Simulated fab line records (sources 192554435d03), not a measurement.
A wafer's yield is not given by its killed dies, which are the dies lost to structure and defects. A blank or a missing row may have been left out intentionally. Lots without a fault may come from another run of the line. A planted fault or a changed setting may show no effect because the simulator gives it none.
Matching of chambers + flow n5Finfet + N5_BEOL_M6_STRIP_19 on rieDiel-01 has 4 sister chambers
The step strips in O2. 18 wafers are shown with their chamber, then 9 later ones without.

## WAFERS WITH THEIR CHAMBER
| wafer  | chamber | drypumpMotorCurrentA (A) | showerheadPlenumPTorr (Torr) | throttleValvePct (%) |
|--------|---------|--------------------------|------------------------------|----------------------|
| L074.1 | 2       | 5.4                      | 2.15                         | 16.79                |
| L074.4 | 3       | 5.1                      | 1.92                         | 16.54                |
| L074.6 | 2       | 5.4                      | 2.15                         | 16.79                |
| L075.1 | 2       | 5.4                      | 2.15                         | 16.78                |
| L075.2 | 0       | 6.2                      | 2.01                         | 16.81                |
| L075.6 | 1       | 6.4                      | 2.05                         | 16.34                |
| L078.2 | 1       | 6.4                      | 2.04                         | 16.36                |
| L078.3 | 2       | 5.4                      | 2.15                         | 16.81                |
| L078.6 | 0       | 6.2                      | 2.01                         | 16.84                |
| L077.4 | 0       | 6.2                      | 2.01                         | 16.85                |
| L077.5 | 1       | 6.4                      | 2.04                         | 16.34                |
| L077.6 | 0       | 6.2                      | 2.01                         | 16.83                |
| L079.1 | 3       | 5.1                      | 1.91                         | 16.60                |
| L079.4 | 1       | 6.5                      | 2.04                         | 16.40                |
| L079.6 | 1       | 6.5                      | 2.04                         | 16.38                |
| L084.1 | 3       | 5.1                      | 1.91                         | 16.61                |
| L084.3 | 1       | 6.4                      | 2.04                         | 16.41                |
| L084.4 | 2       | 5.4                      | 2.14                         | 16.85                |

SIGNATURES (averages over the wafers above)
| reading               | chamber 0 | chamber 1 | chamber 2 | chamber 3 | scatter within a chamber |
|-----------------------|-----------|-----------|-----------|-----------|--------------------------|
| drypumpMotorCurrentA  | 6.200     | 6.433     | 5.400     | 5.100     | 0.0309                   |
| showerheadPlenumPTorr | 2.0100    | 2.0417    | 2.1480    | 1.9133    | 0.00405                  |
| throttleValvePct      | 16.8325   | 16.3717   | 16.8040   | 16.5833   | 0.0285                   |
Rule: a wafer's distance from a chamber is the root of the sum, over the readings, of the square of ((its reading less the chamber's mean) divided by the reading's scatter). If the next closest chamber is less than 2 further off than the closest, the wafer can't be placed; otherwise it belongs to the closest. How the scatter is found: for the shown wafers, subtract from each reading the mean of its chamber, square and add these, divide the total by (wafers less chambers), then take the root.

## WAFERS WITH NO CHAMBER GIVEN
| wafer  | drypumpMotorCurrentA (A) | showerheadPlenumPTorr (Torr) | throttleValvePct (%) |
|--------|--------------------------|------------------------------|----------------------|
| L087.1 | 6.5                      | 2.04                         | 16.40                |
| L087.2 | 6.2                      | 2.00                         | 16.85                |
| L087.5 | 5.4                      | 2.14                         | 16.85                |
| L086.2 | 6.2                      | 2.00                         | 16.88                |
| L086.4 | 5.1                      | 1.91                         | 16.61                |
| L086.5 | 6.5                      | 2.04                         | 16.39                |
| L076.3 | 6.2                      | 2.00                         | 16.88                |
| L076.4 | 5.1                      | 1.91                         | 16.62                |
| L076.6 | 6.4                      | 2.04                         | 16.39                |

## WHICH CHAMBER EACH WENT THROUGH
| wafer  | from the rows above | in truth |
|--------|---------------------|----------|
| L087.1 | 1                   | 1        |
| L087.2 | 0                   | 0        |
| L087.5 | 2                   | 2        |
| L086.2 | 0                   | 0        |
| L086.4 | 3                   | 3        |
| L086.5 | 1                   | 1        |
| L076.3 | 0                   | 0        |
| L076.4 | 3                   | 3        |
| L076.6 | 1                   | 1        |
Placed correctly: 9 of 9. Not placeable from these rows: 0. Wrongly placed: 0.
